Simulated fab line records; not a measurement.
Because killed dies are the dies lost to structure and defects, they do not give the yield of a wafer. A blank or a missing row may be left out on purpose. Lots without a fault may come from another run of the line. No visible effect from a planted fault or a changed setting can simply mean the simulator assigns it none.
Matching of chambers + flow n5_finfet + N5_BEOL_M2_DESCUM_33 on rie_diel-05: 4 sister chambers
The step chemistry O2, time 7 s. 4 wafers are shown with their chamber, then 8 later ones without.

## WAFERS WITH THEIR CHAMBER
| wafer  | chamber | drypump_motor_current_A (A) |
|--------|---------|-----------------------------|
| L090.3 | 3       | 5.7                         |
| L090.5 | 1       | 5.1                         |
| L090.6 | 0       | 5.7                         |
| L091.2 | 2       | 6.3                         |

## WAFERS MISSING THEIR CHAMBER
| wafer  | drypump_motor_current_A (A) |
|--------|-----------------------------|
| L091.4 | 5.7                         |
| L091.5 | 5.7                         |
| L092.2 | 6.3                         |
| L092.3 | 5.7                         |
| L092.5 | 5.7                         |
| L096.3 | 5.7                         |
| L096.4 | 6.2                         |
| L096.5 | 5.1                         |

## CHAMBER TAKEN BY EACH
| wafer  | from the rows above     | in truth |
|--------|-------------------------|----------|
| L091.4 | can't be placed: 0 or 3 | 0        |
| L091.5 | can't be placed: 0 or 3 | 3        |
| L092.2 | 2                       | 2        |
| L092.3 | can't be placed: 0 or 3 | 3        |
| L092.5 | can't be placed: 0 or 3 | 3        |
| L096.3 | can't be placed: 0 or 3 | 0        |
| L096.4 | 2                       | 2        |
| L096.5 | 1                       | 1        |
Placed correctly: 3 of 8. These rows do not allow placing 5 (true chamber among the candidates in 5). Number placed wrongly: 0.
How it was worked out, from the rows above alone: a wafer's distance from a chamber is the root of the sum, over the readings, of the square of ((its reading less the chamber's mean) divided by the reading's scatter). If the next closest chamber is less than 2 further off than the closest, the wafer can't be placed; otherwise it belongs to the closest. A chamber's mean is the mean of its shown wafers. The scatter: with one shown wafer a chamber, the root of the mean of the squares of how far each hidden wafer lies from its nearest shown one.
